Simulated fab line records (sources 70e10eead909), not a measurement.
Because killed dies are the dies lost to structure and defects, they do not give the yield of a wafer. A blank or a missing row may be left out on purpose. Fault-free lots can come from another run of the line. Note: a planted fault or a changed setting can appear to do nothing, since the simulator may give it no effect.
fab line records	flow nandHarc
[record] lots = 13	wafers = 38	lastDay = 25
route steps=1159 shown HYBRID_BOND@1100 THIN_TSV@1119 END@1159
lots untouched by any fault: they come from a run of this same line in which no faults occurred
startH: the number of hours between the record's first day and the start of the first shown wafer of the lot	waitH: hours elapsed since this lot's preceding step	" as in the row above	L1.1+2: one row covering several wafers at once	- either no value or no given start	* or withheld: withheld	< > ~ a bound
route shown NAME@n: names a module that has steps shown in the file, with the first one's number in the route	usual: mean/standard deviation of fault-free wafers	same: alike in all rows	chamber/n: place in a boat	sites: the reading at each site	_std_site: the standard deviation of these	_edge_site: outer sites' mean less inner sites'	radiusMm: for every site, how far away it sits from the centre of the wafer	mask NAME#n: copy n	behind: tool/chamber where the wafer was last shaped	hold: cause of the lot's hold/its duration in hours/its outcome	device: whichever transistor did not switch (one of n, p or np)	end of line: tests run on the same wafers once the route is complete	where a step has no rows: the recipe by itself	killed: count of dies lost to structure and defects at first sort (not the wafer's yield)	map: a wafer's dies, x killed, . not, _ none there
set.NAME: the setting that was run; set.NAME@STEP: the one run at that earlier step	model.NAME: the simulator's own value behind a step, which no gauge read
one table for each step of the route and one row for each wafer, over a sample of lots
services: when a tool's chamber went out of use (startH, in hours from the record's first day, below 0 if earlier), for how many hours, and the reason
[[steps]]
[step NHARC_HYBRID_BOND_INSPECT_06]
[recipe] inspectInstrument = irVoid
[usual] rawDefectCount = 34/15
lot.wafer	tool	chamber	startH	waitH	rawDefectCount
L713.1	defectInspect-02	-	433.73	0.0	16
L713.2	"	-	"	"	17
L713.5	"	-	"	"	17
L711.1	defectInspect-01	-	433.75	0.1	5
L711.3	"	-	"	"	13
L711.4	"	-	"	"	3
L712.2	defectInspect-02	-	433.76	0.1	48
L712.5	"	-	"	"	36
L712.6	"	-	"	"	50
L715.1	defectInspect-02	-	440.23	0.0	46
L715.4	"	-	"	"	54
L715.5	"	-	"	"	41
L716.1	defectInspect-02	-	446.87	0.0	12
L716.3	"	-	"	"	11
L716.5	"	-	"	"	16
L718.1	defectInspect-02	-	454.76	0.0	28
L718.2	"	-	"	"	33
L718.4	"	-	"	"	38
L717.5	defectInspect-01	-	454.78	0.1	15
L717.6	"	-	"	"	23
L726.1	defectInspect-01	-	524.88	0.0	41
L726.4	"	-	"	"	45
L726.6	"	-	"	"	45
L729.2	defectInspect-02	-	524.91	0.1	23
L729.5	"	-	"	"	17
L729.6	"	-	"	"	22
L730.1	defectInspect-01	-	533.44	0.0	54
L730.3	"	-	"	"	53
L730.5	"	-	"	"	52
L732.1	defectInspect-01	-	546.49	0.0	38
L732.2	"	-	"	"	33
L732.6	"	-	"	"	49
L733.4	defectInspect-02	-	553.24	0.1	49
L733.5	"	-	"	"	54
L733.6	"	-	"	"	57
L734.2	defectInspect-01	-	557.61	0.1	43
L734.5	"	-	"	"	47
L734.6	"	-	"	"	37
[step NHARC_THIN_TSV_ETCH_44]
[recipe] targetDepthA = 15942	timeS = 797.1	cf4FlowSccm = 150	o2FlowSccm = 10	arFlowSccm = 0	rfW = 300	biasW = 800	chemistry = CF4/O2
[usual] drypumpMotorCurrentA = 5.8/0.5	oesProductAu = 1.000/0.0088	rfVppV = 794/3.7	showerheadPlenumPTorr = 1.83/0.057	throttleValvePct = 16.915/0.0091
lot.wafer	tool	chamber	startH	waitH	drypumpMotorCurrentA	oesProductAu	rfHoursCounterH	rfVppV	showerheadPlenumPTorr	throttleValvePct
L713.2	rieDiel-13	0	436.77	0.2	5.2	1.006	12	795	1.86	16.915
L713.1	"	1	"	"	5.4	1.000	13	796	1.88	16.913
L713.5	"	1	"	"	5.4	0.990	-	796	1.88	16.929
L712.2	rieDiel-02	3	439.24	0.2	6.6	0.996	12	789	1.77	16.912
L712.6	"	1	"	"	5.9	1.001	-	791	1.77	16.919
L712.5	"	2	"	"	5.6	1.008	-	798	1.89	16.920
L711.3	rieDiel-11	2	440.35	0.1	6.6	1.031	3	793	1.82	16.924
L711.1	"	3	"	"	5.8	0.991	3	797	1.88	16.928
L711.4	"	1	"	"	6.1	1.000	3	796	1.85	16.916
L715.4	rieDiel-02	0	443.22	0.1	5.8	0.998	11	790	1.75	16.911
L715.1	"	2	"	"	5.6	1.014	12	797	1.89	16.921
L715.5	"	3	"	"	6.6	1.006	-	791	1.77	16.911
L716.3	rieDiel-02	1	449.92	0.2	5.9	1.010	10	789	1.77	16.913
L716.1	"	2	"	"	5.6	1.010	12	798	1.89	16.935
L716.5	"	3	"	"	6.6	1.008	-	790	1.77	16.893
L718.4	rieDiel-02	2	457.74	0.1	5.6	1.001	14	798	1.89	16.908
L718.1	"	3	"	"	6.6	0.998	16	791	1.77	16.909
L718.2	"	0	"	"	5.8	1.000	14	790	1.75	16.904
L717.6	rieDiel-02	2	459.00	0.3	5.6	1.015	-	798	1.89	16.908
L717.5	"	3	"	"	6.6	1.000	-	791	1.77	16.905
L726.1	rieDiel-02	3	529.14	0.2	6.6	1.007	1	792	1.77	16.896
L726.4	"	0	"	"	5.8	0.994	1	788	1.74	16.908
L726.6	"	2	"	"	5.6	1.007	-	798	1.89	16.930
L729.2	rieDiel-02	2	530.28	0.1	5.6	1.009	2	797	1.89	16.897
L729.6	"	1	"	"	5.9	0.999	-	788	1.77	16.906
L729.5	"	2	"	"	5.6	1.017	-	796	1.89	16.899
L730.3	rieDiel-02	0	536.47	0.1	5.8	0.991	3	789	1.74	16.903
L730.1	"	2	"	"	5.6	1.009	3	798	1.89	16.910
L730.5	"	3	"	"	6.5	1.018	-	789	1.77	16.930
L732.2	rieDiel-11	1	561.55	0.1	6.1	1.005	0	795	1.85	16.914
L732.1	"	3	"	"	5.8	0.997	0	796	1.88	16.914
L732.6	"	3	"	"	5.8	0.993	-	797	1.88	16.905
L733.4	rieDiel-13	3	562.60	0.1	4.8	0.994	6	799	1.90	16.911
L733.5	"	3	"	"	4.8	0.979	-	800	1.90	16.907
L733.6	"	0	"	"	5.3	0.989	-	796	1.86	16.911
L734.2	rieDiel-02	1	566.37	0.1	5.8	1.008	6	791	1.77	16.915
L734.5	"	1	"	"	5.8	1.003	-	791	1.77	16.908
L734.6	"	2	"	"	5.6	1.015	-	797	1.89	16.915
[step NHARC_THIN_TSV_DEGAS_49]
[recipe] tempC = 300	timeS = 120
[usual] heaterPowerW = 460/47	susceptorTempC = 299.99/0.21
lot.wafer	tool	chamber	startH	waitH	heaterPowerW	susceptorTempC
L713.2	pvdSputter-01	-	439.66	0.2	541	300.13
L713.1	"	-	"	"	424	300.12
L713.5	"	-	"	"	384	300.29
L712.2	pvdSputter-03	-	441.90	0.2	404	299.89
L712.5	"	-	"	"	471	300.06
L712.6	"	-	"	"	453	299.97
L711.4	pvdSputter-02	-	443.12	0.1	446	300.00
L711.3	"	-	"	"	538	300.34
L711.1	"	-	"	"	493	300.16
L715.4	pvdSputter-03	-	445.79	0.1	463	300.02
L715.1	"	-	"	"	476	300.01
L715.5	"	-	"	"	400	300.03
L716.1	pvdSputter-02	-	452.35	0.2	535	300.13
L716.3	"	-	"	"	496	299.73
L716.5	"	-	"	"	527	300.30
L718.2	pvdSputter-01	-	460.36	0.1	536	299.96
L718.1	"	-	"	"	427	300.22
L718.4	"	-	"	"	381	299.93
L717.6	pvdSputter-01	-	461.45	0.1	379	300.27
L717.5	"	-	"	"	456	299.81
L726.4	pvdSputter-01	-	531.55	0.1	437	299.90
L726.1	"	-	"	"	547	299.99
L726.6	"	-	"	"	402	300.30
L729.2	pvdSputter-02	-	532.83	0.2	483	300.16
L729.6	"	-	"	"	446	300.00
L729.5	"	-	"	"	541	300.46
L730.1	pvdSputter-03	-	539.18	0.1	400	300.25
L730.3	"	-	"	"	457	299.93
L730.5	"	-	"	"	473	299.91
L732.1	pvdSputter-02	-	564.61	0.1	452	300.11
L732.2	"	-	"	"	533	299.55
L732.6	"	-	"	"	441	300.25
L733.4	pvdSputter-01	-	565.31	0.1	400	300.39
L733.6	"	-	"	"	532	299.87
L733.5	"	-	"	"	423	299.80
L734.2	pvdSputter-01	-	568.94	0.2	464	299.97
L734.6	"	-	"	"	535	299.81
L734.5	"	-	"	"	443	300.05
[step NHARC_THIN_TSV_ECD_20]
[recipe] targetThkA = 20000	material = Cu
lot.wafer	tool	chamber	startH	waitH
L713.1+2+5	ecdCu-02	1,0,1	440.10	-
L712.2+6+5	ecdCu-01	1,0,1	442.60	-
L711.1+3+4	ecdCu-01	0,1,0	443.68	-
L715.1+4+5	ecdCu-02	1	446.33	-
L716.1+3+5	ecdCu-02	1,0,0	453.13	-
L718.2+1+4	ecdCu-02	0,1,0	460.81	-
L717.5+6	ecdCu-02	1,0	462.27	-
L726.1+4+6	ecdCu-02	0,1,0	532.13	-
L729.2+5+6	ecdCu-01	1,0,1	533.57	-
L730.1+3+5	ecdCu-01	0,1,1	539.85	-
L732.1+2+6	ecdCu-02	0,1,1	565.07	-
L733.4+5+6	ecdCu-01	0,0,1	565.94	-
L734.2+6+5	ecdCu-02	1,1,0	569.36	-
[step NHARC_END_SORT_01]
[recipe] tempC = 25
[usual] defectLimitedYield = 95.1/1.8	killedAtArray = 29/11	killedAtOther = 0.5/0.8	killedAtPeriphery = 3.5/2.8	killedDies = 33/12	killedOpen = 3.1/1.8	killedShort = 1.8/1.4	sort_bin_2_pct = 1.5/0.65	sort_bin_3_pct = 0.24/0.21	sort_bin_4_pct = 3.1/1.2	sortNPass = 644/12	sortRimYieldPct = 97.5/1.9	sortYieldPct = 95.1/1.8
[same] grossDies = 677	sort_bin_5_pct[%] = 0	sort_bin_6_pct[%] = 0	sort_bin_7_pct[%] = 0	sort_bin_8_pct[%] = 0	sortRimNGross = 106.00
lot.wafer	tool	chamber	startH	waitH	defectLimitedYield[%]	killedAtArray	killedAtOther	killedAtPeriphery	killedDies	killedOpen	killedShort	sort_bin_2_pct[%]	sort_bin_3_pct[%]	sort_bin_4_pct[%]	sortNPass	sortRimYieldPct[%]	sortYieldPct[%]
L713.1	prober-02	0	461.04	2.5	96.9	18	0	3	21	5	3	0.6	0.30	2.2	656	97.2	96.9
L713.2	prober-02	0	461.84	2.8	97.2	17	0	2	19	5	2	0.7	0	2.1	658	97.2	97.2
L713.5	prober-02	0	464.23	3.7	97.6	15	0	1	16	2	1	0.7	0.30	1.3	661	97.2	97.6
L715.1	prober-02	0	476.61	2.5	94.1	38	1	1	40	2	2	1.3	0.30	4.3	637	97.2	94.1
L715.4	prober-02	0	479.02	3.4	93.4	42	0	3	45	1	4	1.8	0.59	4.3	632	100.0	93.4
L715.5	prober-02	0	479.83	3.7	93.1	41	0	6	47	6	1	1.9	0.15	4.9	630	98.1	93.1
L718.1	prober-01	0	486.22	2.5	32.9	15	435	4	454	1	2	27.8	6.79	32.5	223	38.7	32.9
L718.2	prober-01	0	487.03	2.8	34.9	17	423	1	441	0	3	25.4	5.76	34.0	236	34.9	34.9
L718.4	prober-01	0	488.64	3.4	30.6	15	450	5	470	2	0	27.9	4.28	37.2	207	25.5	30.6
L717.5	prober-02	0	495.49	3.7	31.9	14	446	1	461	4	2	26.7	5.32	36.0	216	31.1	31.9
L717.6	prober-02	0	496.28	4.0	34.6	14	424	5	443	2	1	27.9	4.73	32.8	234	33.0	34.6
L726.1	prober-02	0	550.42	2.5	95.1	32	0	1	33	2	0	1.9	0.15	2.8	644	99.1	95.1
L726.4	prober-02	0	552.82	3.4	95.0	33	0	1	34	2	0	1.8	0.59	2.7	643	96.2	95.0
L726.6	prober-02	0	554.42	4.0	93.9	39	0	2	41	3	1	2.1	0.30	3.7	636	98.1	93.9
L733.4	prober-01	0	579.09	3.4	94.4	37	0	1	38	2	2	1.8	0.30	3.5	639	100.0	94.4
L733.5	prober-01	0	579.90	3.7	93.2	45	0	1	46	1	2	2.5	0.15	4.1	631	97.2	93.2
L733.6	prober-01	0	580.71	4.0	91.9	50	1	4	55	1	6	3.1	0.44	4.6	622	99.1	91.9
// killed by level:class
L713.1 A_CONTACT:chamberFilmFlake=4 A_CHANNEL_HOLE_D1:chamberFilmFlake=3 A_ONON_D1:geometricParticle:open=2 P_ZERO_WELL:chamberFilmFlake=2 A_SLIT:chamberFilmFlake=2 P_CONTACT:geometricParticle:short=1 A_ONON_D1:geometricParticle:short=1 A_WL_FILL:geometricParticle:short=1
L713.2 A_M1:chamberFilmFlake=5 A_CONTACT:geometricParticle:open=2 A_CHANNEL_HOLE_D1:chamberFilmFlake=2 A_STAIRCASE:chamberFilmFlake=2 A_CONTACT:chamberFilmFlake=2 P_CONTACT:geometricParticle:open=1 A_ONON_D1:geometricParticle:open=1 A_ONON_D1:geometricParticle:short=1
L713.5 A_STAIRCASE:chamberFilmFlake=4 A_M1:chamberFilmFlake=4 A_CONTACT:chamberFilmFlake=3 A_CHANNEL_HOLE_D1:chamberFilmFlake=2 P_M2:geometricParticle:short=1 A_ONON_D1:geometricParticle:open=1 A_CHANNEL_FILL_D1:geometricParticle:open=1
L715.1 A_SLIT:chamberFilmFlake=15 A_CHANNEL_HOLE_D1:chamberFilmFlake=11 A_CONTACT:chamberFilmFlake=8 A_CHANNEL_FILL_D1:geometricParticle:short=1 A_SGD_CUT:geometricParticle:open=1 A_CONTACT:geometricParticle:open=1 STARTING-WAFER:geometricParticle:short=1 P_STI:chamberFilmFlake=1
L715.4 A_CHANNEL_HOLE_D1:chamberFilmFlake=16 A_SLIT:chamberFilmFlake=11 A_CONTACT:chamberFilmFlake=8 P_ZERO_WELL:chamberFilmFlake=2 A_SOURCE_PLATE:geometricParticle:short=1 A_CHANNEL_FILL_D1:geometricParticle:open=1 A_SGD_CUT:geometricParticle:short=1 A_SLIT:geometricParticle:short=1
L715.5 A_CHANNEL_HOLE_D1:chamberFilmFlake=12 A_SLIT:chamberFilmFlake=12 A_CONTACT:chamberFilmFlake=11 P_STI:chamberFilmFlake=2 P_CONTACT:geometricParticle:open=1 P_M0:geometricParticle:open=1 P_M1:geometricParticle:open=1 A_ONON_D1:geometricParticle:short=1
L718.1 THIN_TSV:unspecified=435 A_SLIT:chamberFilmFlake=7 A_SGD_CUT:chamberFilmFlake=4 P_M0:geometricParticle:short=2 P_ZERO_WELL:chamberFilmFlake=2 A_STAIRCASE:chamberFilmFlake=2 A_SGD_CUT:geometricParticle:open=1 A_ZERO_WELL:chamberFilmFlake=1
L718.2 THIN_TSV:unspecified=423 A_CHANNEL_HOLE_D1:chamberFilmFlake=4 A_SGD_CUT:chamberFilmFlake=3 A_SLIT:chamberFilmFlake=3 A_STAIRCASE:chamberFilmFlake=2 A_CONTACT:chamberFilmFlake=2 A_ONON_D1:geometricParticle:short=1 A_CHANNEL_HOLE_D1:geometricParticle:short=1
L718.4 THIN_TSV:unspecified=450 A_SLIT:chamberFilmFlake=4 A_CONTACT:chamberFilmFlake=4 P_ZERO_WELL:chamberFilmFlake=2 A_ZERO_WELL:chamberFilmFlake=2 A_CHANNEL_HOLE_D1:chamberFilmFlake=2 A_SGD_CUT:chamberFilmFlake=2 P_CONTACT:geometricParticle:open=1
L717.5 THIN_TSV:unspecified=445 A_CHANNEL_HOLE_D1:chamberFilmFlake=7 A_CONTACT:geometricParticle:open=2 A_CONTACT:chamberFilmFlake=2 A_ONON_D1:geometricParticle:short=1 A_WL_FILL:geometricParticle:short=1 A_BLC:geometricParticle:open=1 P_CONTACT:chamberFilmFlake=1
L717.6 THIN_TSV:unspecified=424 A_CHANNEL_HOLE_D1:chamberFilmFlake=10 P_STI:chamberFilmFlake=2 P_CONTACT:geometricParticle:open=1 P_M2:geometricParticle:open=1 A_WL_FILL:geometricParticle:short=1 P_GATE:chamberFilmFlake=1 A_CONTACT:chamberFilmFlake=1
L726.1 A_SLIT:chamberFilmFlake=17 A_CHANNEL_HOLE_D1:chamberFilmFlake=6 A_STAIRCASE:chamberFilmFlake=4 A_CHANNEL_FILL_D1:chamberFilmFlake=2 A_SGD_CUT:geometricParticle:open=1 A_WL_FILL:geometricParticle:open=1 P_ZERO_WELL:chamberFilmFlake=1 A_ZERO_WELL:chamberFilmFlake=1
L726.4 A_SLIT:chamberFilmFlake=19 A_STAIRCASE:chamberFilmFlake=5 A_ZERO_WELL:chamberFilmFlake=3 A_CHANNEL_HOLE_D1:chamberFilmFlake=2 A_CONTACT:chamberFilmFlake=2 P_M0:geometricParticle:open=1 A_CHANNEL_FILL_D1:geometricParticle:open=1 A_CHANNEL_FILL_D1:chamberFilmFlake=1
L726.6 A_SLIT:chamberFilmFlake=19 A_CHANNEL_HOLE_D1:chamberFilmFlake=9 A_CONTACT:chamberFilmFlake=5 P_ZERO_WELL:chamberFilmFlake=2 A_SOURCE_PLATE:geometricParticle:open=1 A_ONON_D1:geometricParticle:open=1 A_CONTACT:geometricParticle:short=1 A_CONTACT:geometricParticle:open=1
L733.4 A_SLIT:chamberFilmFlake=22 A_CHANNEL_HOLE_D1:chamberFilmFlake=6 A_STAIRCASE:chamberFilmFlake=5 A_CHANNEL_FILL_D1:geometricParticle:short=1 A_CONTACT:geometricParticle:open=1 A_M0:geometricParticle:open=1 A_M0:geometricParticle:short=1 P_STI:chamberFilmFlake=1
L733.5 A_SLIT:chamberFilmFlake=26 A_CHANNEL_HOLE_D1:chamberFilmFlake=10 A_STAIRCASE:chamberFilmFlake=4 A_WL_FILL:geometricParticle:short=1 A_CONTACT:geometricParticle:short=1 A_CONTACT:geometricParticle:open=1 P_STI:chamberFilmFlake=1 A_ZERO_WELL:chamberFilmFlake=1
L733.6 A_SLIT:chamberFilmFlake=22 A_CHANNEL_HOLE_D1:chamberFilmFlake=17 A_WL_FILL:geometricParticle:short=5 A_STAIRCASE:chamberFilmFlake=4 P_ZERO_WELL:chamberFilmFlake=2 P_STI:chamberFilmFlake=2 A_WL_FILL:geometricParticle:open=1 STARTING-WAFER:geometricParticle:short=1
[[services]]
tool	chamber	startH	hours	kind
rieDiel-02	0	413.59	10.8	repair
pvdSputter-01	-	428.03	5.5	repair
rieDiel-13	2	430.34	10.0	repair
rieDiel-02	0	435.35	-	clean
rieDiel-02	1	435.35	-	clean
rieDiel-02	2	435.35	-	clean
rieDiel-02	3	435.35	-	clean
ecdCu-01	-	448.00	8.0	pm
rieDiel-13	-	453.00	9.0	pm
pvdSputter-03	-	458.09	10.0	pm
rieDiel-02	0	459.88	-	clean
rieDiel-13	1	465.92	23.7	repair
rieDiel-13	0	467.41	1.6	repair
rieDiel-02	1	473.96	2.9	repair
rieDiel-13	2	481.73	11.1	repair
rieDiel-11	0	484.65	2.8	repair
rieDiel-11	1	495.22	5.8	repair
rieDiel-11	-	505.03	1.0	repair
rieDiel-02	-	505.30	9.0	pm
pvdSputter-01	-	514.00	10.0	pm
rieDiel-02	-	519.22	0.8	repair
ecdCu-02	-	532.63	8.0	pm
rieDiel-11	-	547.55	9.0	pm
rieDiel-11	0	557.36	4.8	repair
[[key]]
[firstSign] step = NHARC_END_SORT_01	reading = killedAtOther	direction = up	sigmas = 99+	usual = 0.5	struck = 435.6
[effect] step = NHARC_END_SORT_01	reading = killedDies	direction = up	sigmas = 35	usual = 33	struck = 454
[moreKillsBornAt] NHARC_THIN_TSV_ECD_20@ecdCu-02 = 2177
metAt NHARC_THIN_TSV_ECD_20
struckLots L717,L718
notActingAt NHARC_HYBRID_BOND_INSPECT_06,NHARC_THIN_TSV_ETCH_44,NHARC_THIN_TSV_DEGAS_49
onsetBetween 453.13 460.81
[fault] kind = chamberParticleSource	tool = ecdCu-02	chamber = -	onsetH = 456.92	steps = NHARC_THIN_TSV_ECD_20	ratePerVisitCm2 = 1.1921	endH = 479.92
